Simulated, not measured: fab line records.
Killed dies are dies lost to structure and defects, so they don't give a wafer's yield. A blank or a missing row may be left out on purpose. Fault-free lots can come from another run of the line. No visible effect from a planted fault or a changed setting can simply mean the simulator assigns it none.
What tool caused it?    flow n5Finfet    8 lots with 22 wafers sampled at 8 steps, on a route of 1938 steps

WHAT THE GAUGES SHOWED, per wafer
N5_BEOL_M0_SAQP_THK_MEAS_05. Usual: thkNm at 59.8 nm, with a standard deviation of 0.89.
lot   measured      on            thkNm (nm)      flag
L680  day 5 23:23   filmMetro-01  59.1 60.7 60.9  
L682  day 6 11:57   filmMetro-01  60.0 61.9       
L683  day 6 15:49   filmMetro-01  61.5 60.0 59.9  
L685  day 7 03:02   filmMetro-02  60.5 59.1 61.5  
L687  day 7 17:19   filmMetro-02  60.6 60.0 61.2  
L695  day 9 18:15   filmMetro-01  100.8 61.1      OFF
L696  day 10 00:00  filmMetro-01  59.2 60.2 59.8  
L699  day 10 17:43  filmMetro-01  58.7 59.4 60.1  

N5_BEOL_M0_SAQP_INSPECT_42: inspects for defects (brightfield). Usual: rawDefectCount at 287, with a standard deviation of 73.
lot   measured      on                rawDefectCount  flag
L680  day 6 05:03   defectInspect-01  124 293 214     
L682  day 6 16:22   defectInspect-01  466 170         
L683  day 6 20:46   defectInspect-02  435 296 278     
L685  day 7 08:39   defectInspect-02  337 266 401     
L687  day 7 22:41   defectInspect-01  212 267 271     
L695  day 9 22:49   defectInspect-01  1949 258        OFF
L696  day 10 05:08  defectInspect-02  203 216 208     
L699  day 10 21:55  defectInspect-01  227 151 185     

N5_BEOL_M4_RC_MEAS_101. Usual: DIBL_N 35.0 mV/V, standard deviation 2.4; DIBL_P 35.4 mV/V, standard deviation 2.8; IOFF_N 0.14 nA/um, standard deviation 0.045; IOFF_P 0.20 nA/um, standard deviation 0.048; ION_N 667 uA/um, standard deviation 19; ION_P 460 uA/um, standard deviation 11; SS_N 71.2 mV/dec, standard deviation 0.71; SS_P 73.1 mV/dec, standard deviation 0.86; VT_N 252 mV, standard deviation 4.6; VT_P -251 mV, standard deviation 3.4.
lot   measured      on         DIBL_N (mV/V)   DIBL_P (mV/V)   IOFF_N (nA/um)  IOFF_P (nA/um)  ION_N (uA/um)  ION_P (uA/um)  SS_N (mV/dec)   SS_P (mV/dec)   VT_N (mV)    VT_P (mV)       flag
L680  day 8 07:59   prober-01  33.2 37.2 36.4  32.2 35.9 34.9  0.12 0.19 0.16  0.18 0.24 0.21  673 680 650    469 459 453    70.8 72.0 72.1  72.8 73.8 73.5  252 247 252  -250 -247 -248  
L682  day 8 17:31   prober-01  39.1 42.2       41.1 45.0       0.22 0.32       0.29 0.39       697 706        481 481        73.0 72.5       74.9 75.2       247 239      -246 -243       
L683  day 9 04:11   prober-02  34.8 33.5 35.7  34.9 33.0 36.4  0.17 0.13 0.19  0.21 0.18 0.23  677 674 686    460 463 464    71.0 71.2 71.5  72.8 72.3 73.9  250 253 247  -250 -250 -249  
L685  day 9 12:47   prober-02  35.1 37.5 36.2  33.5 37.5 37.8  0.12 0.18 0.16  0.18 0.23 0.27  644 682 666    447 466 462    71.4 71.3 71.3  72.5 74.2 73.7  254 248 251  -253 -246 -248  
L687  day 9 20:46   prober-02  33.0 36.3 32.5  34.0 37.1 33.9  0.11 0.16 0.10  0.16 0.20 0.16  653 671 642    447 453 447    71.5 72.5 70.7  72.6 73.0 72.7  256 251 259  -253 -250 -255  
L695  day 12 12:33  prober-01  34.4            36.0            0.14            0.20            644            442            71.6            73.3            255          -254            
L696  day 12 18:01  prober-02  35.5 37.3 39.6  36.3 39.7 41.9  0.14 0.21 0.24  0.22 0.28 0.33  646 700 681    451 482 467    71.1 71.8 73.0  73.3 73.5 75.0  253 242 243  -249 -243 -245  
L699  day 12 19:49  prober-02  33.8 37.8 33.6  35.2 39.5 34.3  0.10 0.16 0.10  0.16 0.23 0.16  665 661 664    462 454 458    71.1 72.3 72.0  72.1 73.1 72.7  259 252 258  -256 -250 -255  

EACH LOT AND THE TOOL THAT RAN IT (in order: tool; ch and the chambers of the sampled wafers; start)
lot   N5_MOL_CONTACT_COAG_ALD_133       N5_MOL_CONTACT_COAG_ETCHBACK_134   N5_MOL_CONTACT_COAG_ETCH_67        N5_BEOL_M0_SAQP_PECVD_04        N5_BEOL_M0_SAQP_MANDREL_ETCH_20
L680  aldSin-04 ch 1,3, day 5 17:56     rieDiel-04 ch 0,1,3, day 5 18:07   rieDiel-04 ch 0,1,3, day 5 18:09   pecvd-03 ch 0,2, day 5 23:17    rieSi-02 ch 0,3, day 6 00:07
L682  aldSin-02 ch 1,2, day 6 05:15     rieDiel-03 ch 1, day 6 05:26       rieDiel-03 ch 1, day 6 05:28       pecvd-03 ch 0,2, day 6 11:51    rieSi-02 ch 1,3, day 6 12:40
L683  aldSin-01 ch 0,1,3, day 6 09:53   rieDiel-05 ch 1,2,3, day 6 10:05   rieDiel-05 ch 1,2,3, day 6 10:08   pecvd-03 ch 0,1,2, day 6 15:45  rieSi-01 ch 0,1,2, day 6 16:35
L685  aldSin-04 ch 0,1, day 6 21:25     rieDiel-03 ch 0,1, day 6 21:35     rieDiel-03 ch 0,1, day 6 21:37     pecvd-03 ch 0,2, day 7 02:55    rieSi-05 ch 0,1,3, day 7 03:55
L687  aldSin-04 ch 0,1,3, day 7 08:11   rieDiel-05 ch 1,2,3, day 7 08:18   rieDiel-05 ch 1,2,3, day 7 08:22   pecvd-01 ch 0,1,2, day 7 17:14  rieSi-01 ch 0,3, day 7 18:14
L695  aldSin-04 ch 0,1, day 9 12:21     rieDiel-04 ch 1,2, day 9 12:32     rieDiel-04 ch 1,2, day 9 12:34     pecvd-03 ch 0,1, day 9 18:10    rieSi-02 ch 1,3, day 9 19:10
L696  aldSin-02 ch 0,1,3, day 9 16:55   rieDiel-03 ch 0,3, day 9 17:06     rieDiel-03 ch 0,3, day 9 17:08     pecvd-04 ch 0,1, day 9 23:54    rieSi-05 ch 0,2,3, day 10 01:03
L699  aldSin-01 ch 0,1,3, day 10 11:32  rieDiel-04 ch 0,1,3, day 10 11:43  rieDiel-04 ch 0,1,3, day 10 11:45  pecvd-04 ch 1,2, day 10 17:37   rieSi-02 ch 0,1,2, day 10 18:26
- N5_MOL_CONTACT_COAG_ALD_133: deposits SiO2, target thk 5 nm, pulse time 1 s, co reactant pulse time 1 s.
- N5_MOL_CONTACT_COAG_ETCHBACK_134: etches SiO2 in CHF3, target depth 10 nm, time 6.7 s.
- N5_MOL_CONTACT_COAG_ETCH_67: etches SOC in N2/H2, target depth 60 nm, overetch 21 nm, time 101.2 s.
- N5_BEOL_M0_SAQP_PECVD_04: deposits a-Si from SiH4/He, target thk 60 nm, time 60.2 s.
- N5_BEOL_M0_SAQP_MANDREL_ETCH_20: etches a-Si in HBr/Cl2, stops on SiNx, target depth 60 nm, bt time 10 s, time 30 s.

AS READ BY THE TOOLS THEMSELVES (means over the sampled wafers that have a number; for cases with no such wafer, the mark the record gives instead)
N5_MOL_CONTACT_COAG_ALD_133. Usual: heaterPowerW 80 W, standard deviation 7; precursorPulseHeightRel 1.000, standard deviation 0.021.
lot   tool       heaterPowerW (W)  precursorPulseHeightRel  flag
L680  aldSin-04  89                0.990                    
L682  aldSin-02  76                1.002                    
L683  aldSin-01  80                1.005                    
L685  aldSin-04  85                0.995                    
L687  aldSin-04  82                1.015                    
L695  aldSin-04  84                0.994                    
L696  aldSin-02  78                0.997                    
L699  aldSin-01  82                1.003                    

N5_MOL_CONTACT_COAG_ETCHBACK_134. Usual: drypumpMotorCurrentA 5.8 A, standard deviation 0.46; oes_f_703_au 0.80 a.u., standard deviation 0.1; oesProductAu 0.79 a.u., standard deviation 0.099; rfVppV 529 V, standard deviation 13; showerheadPlenumPTorr 2.36 Torr, standard deviation 0.11; throttleValvePct 18.71 %, standard deviation 0.25.
lot   tool        drypumpMotorCurrentA (A)  oes_f_703_au (a.u.)  oesProductAu (a.u.)  rfVppV (V)  showerheadPlenumPTorr (Torr)  throttleValvePct (%)  flag
L680  rieDiel-04  5.2                       0.73                 0.72                 529         2.32                          18.74                 
L682  rieDiel-03  6.0                       0.78                 0.78                 526         2.33                          19.14                 
L683  rieDiel-05  6.2                       0.74                 0.75                 537         2.35                          18.68                 
L685  rieDiel-03  5.8                       0.83                 0.82                 526         2.40                          18.93                 
L687  rieDiel-05  6.2                       0.73                 0.74                 538         2.34                          18.69                 
L695  rieDiel-04  5.6                       0.70                 0.69                 522         2.26                          18.98                 
L696  rieDiel-03  5.5                       0.85                 0.82                 524         2.47                          18.61                 
L699  rieDiel-04  5.2                       0.88                 0.87                 531         2.40                          18.55                 

N5_MOL_CONTACT_COAG_ETCH_67. Usual: drypumpMotorCurrentA 5.8 A, standard deviation 0.46; oesProductAu 0.66 a.u., standard deviation 0.074; rfVppV 523 V, standard deviation 3.1; showerheadPlenumPTorr 2.52 Torr, standard deviation 0.12; throttleValvePct 17.77 %, standard deviation 0.2.
lot   tool        drypumpMotorCurrentA (A)  oesProductAu (a.u.)  rfVppV (V)  showerheadPlenumPTorr (Torr)  throttleValvePct (%)  flag
L680  rieDiel-04  5.2                       0.60                 523         2.48                          17.86                 
L682  rieDiel-03  6.0                       0.65                 522         2.42                          17.83                 
L683  rieDiel-05  6.3                       0.63                 523         2.52                          17.80                 
L685  rieDiel-03  5.8                       0.68                 524         2.51                          17.70                 
L687  rieDiel-05  6.2                       0.63                 523         2.51                          17.82                 
L695  rieDiel-04  5.5                       0.59                 520         2.41                          18.11                 
L696  rieDiel-03  5.5                       0.67                 526         2.63                          17.63                 
L699  rieDiel-04  5.2                       0.72                 524         2.57                          17.67                 

N5_BEOL_M0_SAQP_PECVD_04. Usual: heaterPowerW 634 W, standard deviation 95; showerheadPlenumPTorr 5.68 Torr, standard deviation 0.063; throttleValvePct 18.1 %, standard deviation 1.4.
lot   tool      heaterPowerW (W)  showerheadPlenumPTorr (Torr)  throttleValvePct (%)  flag
L680  pecvd-03  510               5.62                          17.6                  
L682  pecvd-03  571               5.62                          17.4                  
L683  pecvd-03  607               5.65                          18.1                  
L685  pecvd-03  549               5.63                          17.7                  
L687  pecvd-01  739               5.66                          17.9                  
L695  pecvd-03  600               5.67                          18.8                  
L696  pecvd-04  583               5.74                          19.5                  
L699  pecvd-04  686               5.73                          16.6                  

N5_BEOL_M0_SAQP_MANDREL_ETCH_20. Usual: drypumpMotorCurrentA 5.6 A, standard deviation 0.51; oesProductAu 0.773 a.u., standard deviation 0.015; throttleValvePct 35.4 %, standard deviation 0.45.
lot   tool      drypumpMotorCurrentA (A)  oesProductAu (a.u.)  throttleValvePct (%)  flag
L680  rieSi-02  5.3                       0.784                35.1                  
L682  rieSi-02  5.2                       0.790                35.5                  
L683  rieSi-01  5.7                       0.770                35.5                  
L685  rieSi-05  5.8                       0.779                35.3                  
L687  rieSi-01  6.3                       0.793                35.4                  
L695  rieSi-02  5.2                       0.883                35.3                  OFF
L696  rieSi-05  5.8                       0.772                35.4                  
L699  rieSi-02  5.2                       0.775                35.6                  

THE ANSWER, worked out from the rows above alone
Rule: take the mean of a lot's wafers that have a number; if it is more than 3 standard deviations from the usual mean, the lot is off. A lot without any number at a reading at which 4 lots or more have one is off too. All remaining lots with rows at the step are treated as sound. First the gauges in route order, then the tools' own readings, where a lot's mean is used as printed above. The first step at which some lot is off is used, and at that step the reading that is off furthest; a lot without a number counts as furthest.
Off: L695 (N5_BEOL_M0_SAQP_THK_MEAS_05, thkNm).
A tool fits if, at a process step before that reading, it ran every lot that is off, and no sound lot after the first of them. Not tried: the gauges at N5_BEOL_M0_SAQP_THK_MEAS_05; whatever is off there is also off at N5_BEOL_M0_SAQP_INSPECT_42, on other tools, and gauge error can't account for it. 2 tools fit, aldSin-04 at N5_MOL_CONTACT_COAG_ALD_133 and pecvd-03 at N5_BEOL_M0_SAQP_PECVD_04, so this cannot tell which one it is.

WHAT THE SIMULATOR HAD INSERTED
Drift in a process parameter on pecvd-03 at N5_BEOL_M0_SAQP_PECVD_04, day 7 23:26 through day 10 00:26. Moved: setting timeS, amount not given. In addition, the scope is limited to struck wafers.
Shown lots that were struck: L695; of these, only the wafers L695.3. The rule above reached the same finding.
